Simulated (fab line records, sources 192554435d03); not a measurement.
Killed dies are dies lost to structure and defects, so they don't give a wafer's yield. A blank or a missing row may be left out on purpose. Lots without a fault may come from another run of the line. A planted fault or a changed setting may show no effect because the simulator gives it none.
One fault seen from 3 desks | flow n5_finfet | each desk has only its own numbers; what lay behind them comes last

THE METROLOGY DESK
What the gauges read, lot by lot, whatever tool the lot ran on: means of the sampled wafers that have a number. A lot is out of limits, marked OUT, if its mean lies more than 4 standard deviations from the usual mean; the brackets give that distance. Of its 12 readings 7 are shown: those that lie furthest out on some lot.
Columns: A = cd_nm at N5_SD_EPI_P_CD_MEAS_09, usual 240.1 nm; B = SD_P_BLK_OVL at N5_SD_EPI_P_OVL_MEAS_10, usual -0.1 nm; C = IOFF_N at N5_BEOL_M4_RC_MEAS_101, usual 0.160 nA/um; D = IOFF_P at N5_BEOL_M4_RC_MEAS_101, usual 0.211 nA/um; E = ION_P at N5_BEOL_M4_RC_MEAS_101, usual 463 uA/um; F = VT_N at N5_BEOL_M4_RC_MEAS_101, usual 249.3 mV; G = VT_P at N5_BEOL_M4_RC_MEAS_101, usual -250.1 mV
lot  | first seen here | A     | B    | C     | D     | E   | F     | G
L549 | day 3 18:35     | 240.3 | -0.5 | 0.189 | 0.233 | 467 | 248.1 | -248.5
L554 | day 5 00:29     | 240.1 | -1.2 | 0.147 | 0.195 | 463 | 248.7 | -248.8
L557 | day 5 18:34     | 241.1 | 0.3  | 0.146 | 0.202 | 462 | 250.4 | -249.4
L561 | day 6 21:34     | 240.3 | 0.4  | 0.184 | 0.256 | 474 | 244.9 | -245.0
L564 | day 7 12:05     | 239.6 | -0.3 | 0.162 | 0.224 | 468 | 248.0 | -248.6
L566 | day 8 02:13     | 239.4 | 1.5  | 0.151 | 0.189 | 460 | 248.6 | -252.9
This desk's finding: nothing out of limits on any of the 6 lots.

THE TOOL OWNER'S DESK: rie_diel-03
The tool's own readings at N5_SD_EPI_P_ETCH_47 (etches SiOCN in CH3F/O2, target depth 25 nm): means of the sampled wafers that have a number, for each lot that ran on this tool. A lot is out of limits, marked OUT, if its mean lies more than 4 standard deviations from the usual mean; the brackets give that distance.
Columns: A = drypump_motor_current_A at N5_SD_EPI_P_ETCH_47, usual 5.8 A; B = oes_o_777_au at N5_SD_EPI_P_ETCH_47, usual 0.83 a.u.; C = oes_product_au at N5_SD_EPI_P_ETCH_47, usual 0.83 a.u.; D = rf_vpp_V at N5_SD_EPI_P_ETCH_47, usual 127.9 V; E = showerhead_plenum_p_Torr at N5_SD_EPI_P_ETCH_47, usual 2.04 Torr; F = throttle_valve_pct at N5_SD_EPI_P_ETCH_47, usual 16.22 %
lot  | first seen here | A   | B    | C    | D     | E    | F
L557 | day 5 19:22     | 6.2 | 0.88 | 0.87 | 127.6 | 2.08 | 16.19
L561 | day 6 22:26     | 6.2 | 0.86 | 0.93 | 127.2 | 2.08 | 16.20
L564 | day 7 12:41     | 6.2 | 0.85 | 1.01 | 127.0 | 2.07 | 16.21
This desk's finding: nothing out of limits on any of the 3 lots.

THE DEFECT DESK
What the inspections along the route counted, lot by lot: means of the sampled wafers that have a number. A lot is out of limits, marked OUT, if its mean lies more than 4 standard deviations from the usual mean; the brackets give that distance.
Columns: A = raw_defect_count at N5_SD_EPI_P_INSPECT_11, usual 2.0
lot  | first seen here | A
L549 | day 3 18:38     | 2.0
L554 | day 5 00:32     | 1.3
L557 | day 5 18:37     | 2.7
L561 | day 6 21:37     | 3.3
L564 | day 7 12:08     | 1.0
L566 | day 8 02:16     | 1.7
This desk's finding: nothing out of limits on any of the 6 lots.

PUT TOGETHER
The metrology desk saw nothing out of limits.
The tool owner's desk saw nothing out of limits.
The defect desk saw nothing out of limits.

WHAT THE SIMULATOR HAD PUT IN
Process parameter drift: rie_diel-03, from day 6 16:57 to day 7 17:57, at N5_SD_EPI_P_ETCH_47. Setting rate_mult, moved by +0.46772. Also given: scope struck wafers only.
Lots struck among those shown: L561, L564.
